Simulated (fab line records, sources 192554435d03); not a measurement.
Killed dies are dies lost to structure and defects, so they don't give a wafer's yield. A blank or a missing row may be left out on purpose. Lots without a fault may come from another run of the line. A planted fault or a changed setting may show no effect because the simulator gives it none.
A struck lot beside a sound one | flow n5_finfet | 17 steps out of a route of 1938
Sound: wafers L562.1, L562.2, L562.6. Struck: wafer L567.2. (L567.1 of the same lot was not struck and is left out.) The cause comes at the end.
At each step with rows: each side's tool, then ch and its chambers, then its first start. Under that, the readings that differ: sound wafers | struck wafers | difference of the means | sigmas: that difference in standard deviations of wafers without a fault.
alike: readings whose means differ by less than 2 such deviations, and words and numbers that are the same on both sides. not compared: withheld readings, readings that some wafer has no value for, bounds like >300 that may hide the same value, and numbers for which the record gives no deviation and whose values overlap.
The two part at a step that has a row with sigmas, a row that says differs or no value, or rows on one side only. Numbers that don't overlap but have no deviation are shown without sigmas and don't part them. A reading that every wafer of one side lacks parts them only if that side has two wafers or more.

N5_BEOL_M0_CUTY_CD_MEAS_57: target cd 200 nm.
  sound on cd_sem-03 ch 0, day 7 06:35; struck on cd_sem-03 ch 0, day 8 14:23
  alike: cd_nm
N5_BEOL_M0_CUTY_OVL_MEAS_58:
  sound on overlay-02 ch 0, day 7 06:37; struck on overlay-02 ch 0, day 8 14:25
  alike: M0_ABLK_OVL
N5_BEOL_M0_CUTY_INSPECT_59: inspects for defects (macro).
  sound on defect_inspect-02, day 7 06:39; struck on defect_inspect-01, day 8 14:27
  alike: raw_defect_count
then, 1 step without rows for these wafers: N5_BEOL_M0_CUTY_DESCUM_61 (chemistry O2, time 7.9 s).
N5_BEOL_M0_CUTY_ETCH_62: etches SiARC in CF4, time 58.5 s.
  sound on rie_diel-05 ch 1,2,3, day 7 07:02; struck on rie_diel-06 ch 2, day 8 14:43
  reading      | sound             | struck | difference | sigmas
  rf_vpp_V (V) | 185.2 186.4 185.6 | 183.3  | -2.4       | -2
  alike: drypump_motor_current_A, etch_rf_on_time_s, oes_product_au, showerhead_plenum_p_Torr, throttle_valve_pct
  not compared: rf_hours_counter_h
then, 2 steps without rows for these wafers: N5_BEOL_M0_CUTY_ETCH_63 (etches SOC in N2/H2, target depth 82.7 nm, overetch 16.5 nm, time 124 s); N5_BEOL_M0_CUTY_STRIP_64 (strips in N2/H2).
N5_BEOL_M0_ETCH_138: etches SiCN in CH3F/O2, target depth 12 nm, time 31.6 s.
  sound on rie_diel-05 ch 1,2,3, day 7 07:13; struck on rie_diel-06 ch 2, day 8 14:53
  alike: O2_flow_sccm, drypump_motor_current_A, etch_rf_on_time_s, oes_product_au, rf_vpp_V, showerhead_plenum_p_Torr, throttle_valve_pct
  not compared: rf_hours_counter_h
then, 1 step without rows for these wafers: N5_BEOL_M0_HM_OPEN_105 (chemistry Cl2/BCl3, target TiN, target depth 12 nm).
N5_BEOL_M0_STRIP_140: strips in CF4.
  sound on rie_diel-06 ch 0,2,3, day 7 08:17; struck on rie_diel-06 ch 3, day 8 15:18
  alike: drypump_motor_current_A, oes_product_au, rf_vpp_V, showerhead_plenum_p_Torr, throttle_valve_pct
  not compared: rf_hours_counter_h
N5_BEOL_M0_STRIP_104: strips in N2/H2.
  sound on rie_diel-06 ch 0,2,3, day 7 08:18; struck on rie_diel-06 ch 3, day 8 15:19
  alike: drypump_motor_current_A, n2_flow_sccm, oes_product_au, rf_vpp_V, showerhead_plenum_p_Torr, throttle_valve_pct
  not compared: rf_hours_counter_h
then, 1 step without rows for these wafers: N5_BEOL_M0_WET_ETCH_106 (etches SiO2 in DHF, target depth 130 nm, rinse time 30 s).
N5_BEOL_M0_ETCH_128: etches SiCN in CF4/N2, target depth 12 nm, overetch 5.1 nm, time 21.4 s.
  sound on rie_diel-05 ch 1,2, day 7 08:29; struck on rie_diel-05 ch 2, day 8 15:27
  reading                                         | sound        | struck | difference | sigmas
  model.TiN_of_BEOL_M0_SAQP_HM_DEP_02.thk_nm (nm) | 10.8 10.8 11 | 10.6   | -0.3       |
  alike: drypump_motor_current_A, n2_flow_sccm, oes_product_au, rf_vpp_V, showerhead_plenum_p_Torr, throttle_valve_pct
  not compared: rf_hours_counter_h
N5_BEOL_M0_TRENCH_ETCH_107: etches SiOC in C4F6/O2, target depth 32.8 nm, time 16.4 s.
  sound on rie_diel-05 ch 1,2, day 7 08:32; struck on rie_diel-05 ch 2, day 8 15:29
  reading                                         | sound       | struck | difference | sigmas
  model.TiN_of_BEOL_M0_SAQP_HM_DEP_02.thk_nm (nm) | 9.6 9.6 9.6 | 9.2    | -0.4       |
  alike: O2_flow_sccm, drypump_motor_current_A, oes_product_au, rf_vpp_V, showerhead_plenum_p_Torr, throttle_valve_pct
  not compared: rf_hours_counter_h
N5_BEOL_M0_STRIP_142: strips in N2/H2, time 10 s.
  sound on rie_diel-05 ch 1,2, day 7 08:33; struck on rie_diel-05 ch 2, day 8 15:31
  alike: drypump_motor_current_A, n2_flow_sccm, oes_product_au, rf_vpp_V, showerhead_plenum_p_Torr, throttle_valve_pct
  not compared: rf_hours_counter_h
N5_BEOL_M4_RC_MEAS_101:
  sound on prober-02 ch 0, day 9 17:44; struck on prober-01 ch 0, day 10 13:13
  alike: DIBL_N, DIBL_P, IOFF_N, IOFF_P, ION_N, ION_P, SS_N, SS_P, VT_N, VT_P
-- the record jumps here: 5 days lie between the struck wafers' starts before and after (it left off in module BEOL_M4 and takes up again in module PASSIVATION, whose first step shown is number 1936 of the route) --
N5_PASSIVATION_PROBE_49:
  sound on prober-01, day 14 11:59; struck on prober-01, day 15 07:48
  reading            | sound    | struck | difference | sigmas
  killed_at_M0_to_M3 | 32 22 43 | 62     | +30        | +3
  alike: defect_limited_yield, killed_at_M4_up, killed_at_contacts, killed_at_front_end, killed_at_other, killed_dies, killed_open, killed_short, sort_bin_5_function, sort_bin_6_memory, sort_n_pass, sort_yield_pct

WHERE THEY PART
First at N5_BEOL_M0_CUTY_ETCH_62; last, within this record, at N5_PASSIVATION_PROBE_49.

WHY: what the simulator had put in
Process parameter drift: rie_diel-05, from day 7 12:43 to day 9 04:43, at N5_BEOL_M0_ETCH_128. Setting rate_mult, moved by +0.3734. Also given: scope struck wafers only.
